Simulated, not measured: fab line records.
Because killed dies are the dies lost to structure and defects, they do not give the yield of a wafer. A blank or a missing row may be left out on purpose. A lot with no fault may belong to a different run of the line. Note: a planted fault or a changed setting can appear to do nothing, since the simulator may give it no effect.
fab line records / flow nandHarc
record lots=6 wafers=18 lastDay=32
route steps=1302 shown P_GATE@191 END@1302
lots untouched by any fault: they come from a run of this same line in which no faults occurred
startH: start of the lot's first displayed wafer, in hours after the record's first day / waitH: hours elapsed since this lot's preceding step / " repeats the value in the row above / L1.1+2: a single row standing in for several wafers / - no value, or no start given / * or withheld: withheld / < > ~ a bound
route shown NAME@n: names a module that has steps shown in the file, with the first one's number in the route / usual: mean/standard deviation of fault-free wafers / same: alike in all rows / chamber/n: place in a boat / sites: the reading at each site / _std_site: the values' standard deviation / _edge_site: mean of outer sites minus mean of inner sites / radiusMm: for every site, how far away it sits from the centre of the wafer / mask NAME#n: copy n / behind: the most recent tool/chamber to have shaped the wafer / hold: why the lot was held/for how many hours/how that ended / device: names the non-switching transistor (n, p or np) / end of line: the tests these same wafers got at the end of their route / for a step that has no rows: nothing shown but its recipe / killed: count of dies lost to structure and defects at first sort (not the wafer's yield) / map: shows each die of a wafer: x if killed, . if not, _ if none is there
set.NAME: the setting that was run; set.NAME@STEP: the one run at that earlier step / model.NAME: the simulator's own value behind a step, which no gauge read
certain route steps with their lots: each step a table, each wafer a row
services: from which hour (startH, from the record's first day; less than 0 if before it) a tool's chamber was out of use, for how many hours, and why
## steps
# step NHARC_P_GATE_STRIP_63
# recipe timeS=900 tempC=130 chemistry=SPM
# step NHARC_P_GATE_DEHYDRATE_83
# recipe tempC=150 timeS=120
# step NHARC_P_GATE_HMDS_84
# recipe timeS=30
# step NHARC_P_GATE_COAT_85
# recipe spinRpm=3000
# step NHARC_P_GATE_SOFTBAKE_86
# recipe tempC=122 timeS=95
# step NHARC_P_GATE_EBR_87
# step NHARC_P_GATE_EXPOSE_88
# recipe na=0.6 targetCdNm=2000 doseMj=11.87 maskId=P_HVN
# step NHARC_P_GATE_PEB_89
# recipe pebTempC=118 pebTimeS=85
# step NHARC_P_GATE_DEVELOP_90
# recipe timeS=70
# step NHARC_P_GATE_CD_MEAS_91
# recipe targetCdNm=2000 landingEnergyEv=500
# usual cdNm=2000.1/1.5
lot.wafer=L516.2 tool=cdSem-03 chamber=0 startH=187.13 waitH=- cdNm=1999.7
lot.wafer=L516.5 tool=cdSem-03 chamber=0 startH=187.13 waitH=- cdNm=1997.5
lot.wafer=L516.6 tool=cdSem-03 chamber=0 startH=187.13 waitH=- cdNm=1996.6
lot.wafer=L519.1 tool=cdSem-01 chamber=0 startH=212.88 waitH=- cdNm=2000.0
lot.wafer=L519.4 tool=cdSem-01 chamber=0 startH=212.88 waitH=- cdNm=2000.0
lot.wafer=L519.5 tool=cdSem-01 chamber=0 startH=212.88 waitH=- cdNm=2000.9
lot.wafer=L520.2 tool=cdSem-02 chamber=0 startH=228.05 waitH=- cdNm=2000.0
lot.wafer=L520.3 tool=cdSem-02 chamber=0 startH=228.05 waitH=- cdNm=1999.8
lot.wafer=L520.5 tool=cdSem-02 chamber=0 startH=228.05 waitH=- cdNm=2000.9
lot.wafer=L521.2 tool=cdSem-02 chamber=0 startH=230.97 waitH=- cdNm=1998.0
lot.wafer=L521.3 tool=cdSem-02 chamber=0 startH=230.97 waitH=- cdNm=1998.6
lot.wafer=L521.6 tool=cdSem-02 chamber=0 startH=230.97 waitH=- cdNm=1999.4
lot.wafer=L529.1 tool=cdSem-03 chamber=0 startH=313.26 waitH=- cdNm=2003.7
lot.wafer=L529.2 tool=cdSem-03 chamber=0 startH=313.26 waitH=- cdNm=2000.8
lot.wafer=L529.4 tool=cdSem-03 chamber=0 startH=313.26 waitH=- cdNm=2000.8
lot.wafer=L531.1 tool=cdSem-02 chamber=0 startH=331.47 waitH=- cdNm=1999.0
lot.wafer=L531.2 tool=cdSem-02 chamber=0 startH=331.47 waitH=- cdNm=1999.6
lot.wafer=L531.3 tool=cdSem-02 chamber=0 startH=331.47 waitH=- cdNm=1997.8
# step NHARC_P_GATE_HARDBAKE_92
# recipe tempC=125 timeS=80
# step NHARC_P_GATE_DESCUM_93
# recipe timeS=3 o2FlowSccm=200 arFlowSccm=0 biasPowerW=0 chemistry=O2
# usual drypumpMotorCurrentA=5.7/0.35 o2FlowSccm=200.0/0.65 oesProductAu=0.999/0.0067 rfVppV=57.9/0.88 showerheadPlenumPTorr=1.93/0.1 throttleValvePct=11.310/0.0083
lot.wafer=L516.2 tool=rieDiel-01 chamber=1 startH=187.30 waitH=- drypumpMotorCurrentA=5.9 o2FlowSccm=200.3 oesProductAu=0.992 rfHoursCounterH=10.3 rfVppV=59.6 showerheadPlenumPTorr=2.04 throttleValvePct=11.306
lot.wafer=L516.5 tool=rieDiel-01 chamber=0 startH=187.30 waitH=- drypumpMotorCurrentA=4.8 o2FlowSccm=199.6 oesProductAu=0.995 rfHoursCounterH=- rfVppV=58.2 showerheadPlenumPTorr=2.00 throttleValvePct=11.321
lot.wafer=L516.6 tool=rieDiel-01 chamber=1 startH=187.30 waitH=- drypumpMotorCurrentA=5.9 o2FlowSccm=200.0 oesProductAu=1.003 rfHoursCounterH=- rfVppV=57.9 showerheadPlenumPTorr=2.04 throttleValvePct=11.315
lot.wafer=L519.1 tool=rieDiel-12 chamber=3 startH=213.05 waitH=- drypumpMotorCurrentA=5.6 o2FlowSccm=201.3 oesProductAu=1.007 rfHoursCounterH=5.0 rfVppV=56.2 showerheadPlenumPTorr=1.81 throttleValvePct=11.316
lot.wafer=L519.4 tool=rieDiel-12 chamber=1 startH=213.05 waitH=- drypumpMotorCurrentA=5.5 o2FlowSccm=198.6 oesProductAu=1.000 rfHoursCounterH=4.5 rfVppV=58.1 showerheadPlenumPTorr=2.06 throttleValvePct=11.320
lot.wafer=L519.5 tool=rieDiel-12 chamber=2 startH=213.05 waitH=- drypumpMotorCurrentA=5.7 o2FlowSccm=199.1 oesProductAu=1.002 rfHoursCounterH=- rfVppV=57.9 showerheadPlenumPTorr=1.92 throttleValvePct=11.299
lot.wafer=L520.2 tool=rieDiel-12 chamber=1 startH=228.21 waitH=- drypumpMotorCurrentA=5.5 o2FlowSccm=200.3 oesProductAu=0.991 rfHoursCounterH=5.6 rfVppV=59.2 showerheadPlenumPTorr=2.06 throttleValvePct=11.316
lot.wafer=L520.3 tool=rieDiel-12 chamber=3 startH=228.21 waitH=- drypumpMotorCurrentA=5.7 o2FlowSccm=200.2 oesProductAu=1.008 rfHoursCounterH=5.7 rfVppV=59.0 showerheadPlenumPTorr=1.81 throttleValvePct=11.288
lot.wafer=L520.5 tool=rieDiel-12 chamber=2 startH=228.21 waitH=- drypumpMotorCurrentA=5.8 o2FlowSccm=199.8 oesProductAu=0.988 rfHoursCounterH=- rfVppV=57.8 showerheadPlenumPTorr=1.92 throttleValvePct=11.292
lot.wafer=L521.3 tool=rieDiel-01 chamber=2 startH=231.13 waitH=- drypumpMotorCurrentA=5.3 o2FlowSccm=200.3 oesProductAu=0.998 rfHoursCounterH=0.9 rfVppV=58.0 showerheadPlenumPTorr=2.04 throttleValvePct=11.318
lot.wafer=L521.2 tool=rieDiel-01 chamber=3 startH=231.13 waitH=- drypumpMotorCurrentA=5.5 o2FlowSccm=199.9 oesProductAu=1.007 rfHoursCounterH=1.3 rfVppV=58.4 showerheadPlenumPTorr=2.03 throttleValvePct=11.311
lot.wafer=L521.6 tool=rieDiel-01 chamber=3 startH=231.13 waitH=- drypumpMotorCurrentA=5.5 o2FlowSccm=200.4 oesProductAu=0.996 rfHoursCounterH=- rfVppV=58.1 showerheadPlenumPTorr=2.03 throttleValvePct=11.324
lot.wafer=L529.1 tool=rieDiel-05 chamber=2 startH=313.43 waitH=- drypumpMotorCurrentA=5.6 o2FlowSccm=201.2 oesProductAu=0.986 rfHoursCounterH=3.1 rfVppV=58.0 showerheadPlenumPTorr=1.88 throttleValvePct=11.316
lot.wafer=L529.4 tool=rieDiel-05 chamber=0 startH=313.43 waitH=- drypumpMotorCurrentA=6.1 o2FlowSccm=200.4 oesProductAu=1.003 rfHoursCounterH=3.4 rfVppV=57.4 showerheadPlenumPTorr=1.84 throttleValvePct=11.304
lot.wafer=L529.2 tool=rieDiel-05 chamber=1 startH=313.43 waitH=- drypumpMotorCurrentA=6.5 o2FlowSccm=200.7 oesProductAu=1.005 rfHoursCounterH=3.4 rfVppV=59.5 showerheadPlenumPTorr=2.05 throttleValvePct=11.311
lot.wafer=L531.2 tool=rieDiel-12 chamber=3 startH=331.63 waitH=- drypumpMotorCurrentA=5.7 o2FlowSccm=199.4 oesProductAu=0.997 rfHoursCounterH=4.6 rfVppV=56.6 showerheadPlenumPTorr=1.80 throttleValvePct=11.303
lot.wafer=L531.3 tool=rieDiel-12 chamber=0 startH=331.63 waitH=- drypumpMotorCurrentA=5.8 o2FlowSccm=199.6 oesProductAu=0.996 rfHoursCounterH=2.2 rfVppV=56.7 showerheadPlenumPTorr=1.79 throttleValvePct=11.311
lot.wafer=L531.1 tool=rieDiel-12 chamber=1 startH=331.63 waitH=- drypumpMotorCurrentA=5.5 o2FlowSccm=201.1 oesProductAu=0.989 rfHoursCounterH=4.7 rfVppV=59.7 showerheadPlenumPTorr=2.06 throttleValvePct=11.291
# step NHARC_P_GATE_IMPLANT_94
# recipe energyKev=60 doseCm2=2e+15 tiltDeg=7
# usual beamEnergyKeV=59.999/0.017
lot.wafer=L516.2 tool=implanter-02 chamber=0 startH=187.46 waitH=0.2 beamEnergyKeV=59.996 model.implant.drpNm=29.74
lot.wafer=L516.5 tool=implanter-02 chamber=0 startH=187.46 waitH=0.2 beamEnergyKeV=59.990 model.implant.drpNm=29.74
lot.wafer=L516.6 tool=implanter-02 chamber=0 startH=187.46 waitH=0.2 beamEnergyKeV=59.974 model.implant.drpNm=29.74
lot.wafer=L519.1 tool=implanter-02 chamber=0 startH=213.19 waitH=0.1 beamEnergyKeV=58.558 model.implant.drpNm=29.15
lot.wafer=L519.4 tool=implanter-02 chamber=0 startH=213.19 waitH=0.1 beamEnergyKeV=58.571 model.implant.drpNm=29.15
lot.wafer=L519.5 tool=implanter-02 chamber=0 startH=213.19 waitH=0.1 beamEnergyKeV=58.573 model.implant.drpNm=29.15
lot.wafer=L520.2 tool=implanter-02 chamber=0 startH=228.38 waitH=0.2 beamEnergyKeV=58.571 model.implant.drpNm=29.15
lot.wafer=L520.3 tool=implanter-02 chamber=0 startH=228.38 waitH=0.2 beamEnergyKeV=58.590 model.implant.drpNm=29.15
lot.wafer=L520.5 tool=implanter-02 chamber=0 startH=228.38 waitH=0.2 beamEnergyKeV=58.585 model.implant.drpNm=29.15
lot.wafer=L521.2 tool=implanter-01 chamber=0 startH=231.31 waitH=0.2 beamEnergyKeV=59.972 model.implant.drpNm=29.74
lot.wafer=L521.3 tool=implanter-01 chamber=0 startH=231.31 waitH=0.2 beamEnergyKeV=59.960 model.implant.drpNm=29.74
lot.wafer=L521.6 tool=implanter-01 chamber=0 startH=231.31 waitH=0.2 beamEnergyKeV=60.012 model.implant.drpNm=29.74
lot.wafer=L529.1 tool=implanter-02 chamber=0 startH=313.57 waitH=0.1 beamEnergyKeV=60.012 model.implant.drpNm=29.74
lot.wafer=L529.2 tool=implanter-02 chamber=0 startH=313.57 waitH=0.1 beamEnergyKeV=59.997 model.implant.drpNm=29.74
lot.wafer=L529.4 tool=implanter-02 chamber=0 startH=313.57 waitH=0.1 beamEnergyKeV=59.999 model.implant.drpNm=29.74
lot.wafer=L531.1 tool=implanter-02 chamber=0 startH=331.77 waitH=0.1 beamEnergyKeV=59.993 model.implant.drpNm=29.74
lot.wafer=L531.2 tool=implanter-02 chamber=0 startH=331.77 waitH=0.1 beamEnergyKeV=60.008 model.implant.drpNm=29.74
lot.wafer=L531.3 tool=implanter-02 chamber=0 startH=331.77 waitH=0.1 beamEnergyKeV=60.006 model.implant.drpNm=29.74
# step NHARC_P_GATE_STRIP_113
# recipe powerW=1500 tempC=110 timeS=740 chemistry=N2/H2
# usual drypumpMotorCurrentA=5.9/0.52 heaterPowerW=103/11
lot.wafer=L516.2 tool=plasmaAsher-02 chamber=1 startH=187.66 waitH=0.2 drypumpMotorCurrentA=6.6 heaterPowerW=111 rfHoursCounterH=21
lot.wafer=L516.6 tool=plasmaAsher-02 chamber=1 startH=187.66 waitH=0.2 drypumpMotorCurrentA=6.7 heaterPowerW=110 rfHoursCounterH=-
lot.wafer=L516.5 tool=plasmaAsher-02 chamber=0 startH=187.66 waitH=0.2 drypumpMotorCurrentA=5.2 heaterPowerW=85 rfHoursCounterH=-
lot.wafer=L519.1 tool=plasmaAsher-01 chamber=0 startH=213.41 waitH=0.2 drypumpMotorCurrentA=5.5 heaterPowerW=102 rfHoursCounterH=8
lot.wafer=L519.4 tool=plasmaAsher-01 chamber=0 startH=213.41 waitH=0.2 drypumpMotorCurrentA=5.5 heaterPowerW=101 rfHoursCounterH=-
lot.wafer=L519.5 tool=plasmaAsher-01 chamber=0 startH=213.41 waitH=0.2 drypumpMotorCurrentA=5.5 heaterPowerW=105 rfHoursCounterH=-
lot.wafer=L520.2 tool=plasmaAsher-02 chamber=0 startH=228.57 waitH=0.2 drypumpMotorCurrentA=5.2 heaterPowerW=82 rfHoursCounterH=27
lot.wafer=L520.3 tool=plasmaAsher-02 chamber=1 startH=228.57 waitH=0.2 drypumpMotorCurrentA=6.7 heaterPowerW=114 rfHoursCounterH=-
lot.wafer=L520.5 tool=plasmaAsher-02 chamber=0 startH=228.57 waitH=0.2 drypumpMotorCurrentA=5.2 heaterPowerW=86 rfHoursCounterH=-
lot.wafer=L521.2 tool=plasmaAsher-02 chamber=1 startH=231.50 waitH=0.2 drypumpMotorCurrentA=6.6 heaterPowerW=108 rfHoursCounterH=28
lot.wafer=L521.3 tool=plasmaAsher-02 chamber=1 startH=231.50 waitH=0.2 drypumpMotorCurrentA=6.6 heaterPowerW=109 rfHoursCounterH=-
lot.wafer=L521.6 tool=plasmaAsher-02 chamber=1 startH=231.50 waitH=0.2 drypumpMotorCurrentA=6.6 heaterPowerW=110 rfHoursCounterH=-
lot.wafer=L529.2 tool=plasmaAsher-02 chamber=0 startH=313.80 waitH=0.2 drypumpMotorCurrentA=5.2 heaterPowerW=81 rfHoursCounterH=10
lot.wafer=L529.1 tool=plasmaAsher-02 chamber=1 startH=313.80 waitH=0.2 drypumpMotorCurrentA=6.7 heaterPowerW=108 rfHoursCounterH=10
lot.wafer=L529.4 tool=plasmaAsher-02 chamber=0 startH=313.80 waitH=0.2 drypumpMotorCurrentA=5.2 heaterPowerW=83 rfHoursCounterH=-
lot.wafer=L531.2 tool=plasmaAsher-02 chamber=0 startH=331.99 waitH=0.2 drypumpMotorCurrentA=5.2 heaterPowerW=82 rfHoursCounterH=14
lot.wafer=L531.1 tool=plasmaAsher-02 chamber=1 startH=331.99 waitH=0.2 drypumpMotorCurrentA=6.6 heaterPowerW=109 rfHoursCounterH=14
lot.wafer=L531.3 tool=plasmaAsher-02 chamber=1 startH=331.99 waitH=0.2 drypumpMotorCurrentA=6.6 heaterPowerW=108 rfHoursCounterH=-
# step NHARC_END_SORT_01
# recipe tempC=25
# usual killedAtArray=54/16 killedAtOther=0.6/0.86 killedAtPeriphery=3.8/2.6 killedDies=58/16 killedOpen=3.3/1.8 killedShort=2.7/1.7
# same grossDies=677
lot.wafer=L520.2 tool=prober-01 chamber=0 startH=663.52 waitH=2.8 killedAtArray=71 killedAtOther=0 killedAtPeriphery=7 killedDies=78 killedOpen=1 killedShort=1
lot.wafer=L520.3 tool=prober-01 chamber=0 startH=664.33 waitH=3.1 killedAtArray=71 killedAtOther=0 killedAtPeriphery=9 killedDies=80 killedOpen=0 killedShort=2
lot.wafer=L520.5 tool=prober-01 chamber=0 startH=665.94 waitH=3.7 killedAtArray=84 killedAtOther=0 killedAtPeriphery=2 killedDies=86 killedOpen=3 killedShort=1
# killed by level:class
L520.2 A_CHANNEL_HOLE_D1:chamberFilmFlake=25 A_SLIT:chamberFilmFlake=21 A_CHANNEL_HOLE_D2:chamberFilmFlake=14 A_BLC:chamberFilmFlake=7 P_GATE:chamberFilmFlake=6 A_STAIRCASE:chamberFilmFlake=2 P_CONTACT:geometricParticle:open=1 A_WL_FILL:geometricParticle:short=1
L520.3 A_CHANNEL_HOLE_D1:chamberFilmFlake=31 A_SLIT:chamberFilmFlake=18 P_GATE:chamberFilmFlake=6 A_CHANNEL_HOLE_D2:chamberFilmFlake=6 A_CONTACT:chamberFilmFlake=5 A_WL_FILL:chamberFilmFlake=4 A_STAIRCASE:chamberFilmFlake=3 A_BLC:chamberFilmFlake=3
L520.5 A_CHANNEL_HOLE_D1:chamberFilmFlake=31 A_SLIT:chamberFilmFlake=20 A_CHANNEL_HOLE_D2:chamberFilmFlake=12 A_STAIRCASE:chamberFilmFlake=5 A_BLC:chamberFilmFlake=4 A_CONTACT:chamberFilmFlake=4 P_GATE:chamberFilmFlake=2 A_DECK1_JOINT:chamberFilmFlake=2
## services
tool=implanter-02 chamber=- startH=164.18 hours=3.6 kind=repair
tool=plasmaAsher-02 chamber=- startH=164.84 hours=1.0 kind=repair
tool=plasmaAsher-01 chamber=- startH=166.38 hours=9.0 kind=pm
tool=implanter-01 chamber=- startH=187.78 hours=1.3 kind=repair
tool=rieDiel-01 chamber=- startH=203.80 hours=9.0 kind=pm
tool=implanter-02 chamber=- startH=205.98 hours=1.0 kind=repair
tool=rieDiel-01 chamber=- startH=222.88 hours=0.7 kind=repair
tool=implanter-02 chamber=- startH=224.36 hours=1.2 kind=repair
tool=rieDiel-05 chamber=- startH=229.60 hours=9.0 kind=pm
tool=rieDiel-12 chamber=0 startH=240.26 hours=1.3 kind=repair
tool=rieDiel-12 chamber=2 startH=246.86 hours=3.9 kind=repair
tool=plasmaAsher-02 chamber=- startH=251.53 hours=9.0 kind=pm
tool=plasmaAsher-02 chamber=0 startH=251.53 hours=9.0 kind=ventCycle
tool=plasmaAsher-02 chamber=1 startH=251.53 hours=9.0 kind=ventCycle
tool=plasmaAsher-02 chamber=0 startH=260.53 hours=- kind=clean
tool=rieDiel-12 chamber=- startH=268.40 hours=9.0 kind=pm
tool=implanter-02 chamber=- startH=272.91 hours=1.8 kind=repair
tool=rieDiel-12 chamber=0 startH=285.37 hours=20.3 kind=repair
tool=implanter-02 chamber=- startH=314.13 hours=0.8 kind=repair
tool=plasmaAsher-02 chamber=- startH=315.07 hours=0.5 kind=repair
tool=rieDiel-05 chamber=1 startH=320.73 hours=5.1 kind=repair
tool=rieDiel-05 chamber=2 startH=322.31 hours=4.4 kind=repair
tool=implanter-01 chamber=- startH=327.00 hours=13.0 kind=pm
tool=rieDiel-12 chamber=- startH=327.05 hours=0.3 kind=repair
## key
firstSign step=NHARC_P_GATE_IMPLANT_94 reading=beamEnergyKeV direction=down sigmas=86 usual=59.999 struck=58.575
effect none on later readings
modelEffect step=NHARC_P_GATE_IMPLANT_94 value=implant.drpNm without=29.74 struck=29.15
metAt NHARC_P_GATE_IMPLANT_94
struckWafers L519.1,L519.4,L519.5,L520.2,L520.3,L520.5
testerLeftOut L519,L520
onsetBetween 187.46 213.19
fault kind=processParameterDrift tool=implanter-02 chamber=- onsetH=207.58 steps=NHARC_P_GATE_IMPLANT_94 channel=energyKev offset=-1.4137 shape=step endH=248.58 actsIn=theseRecipesOnly stated=60
# testerLeftOut: of these lots the tester's yield and bins aren't shown, on N5 and GAA mostly nor the transistor test; their killed dies are dies lost to structure and defects alone, not to doping, threshold or leakage, so they don't give the yield
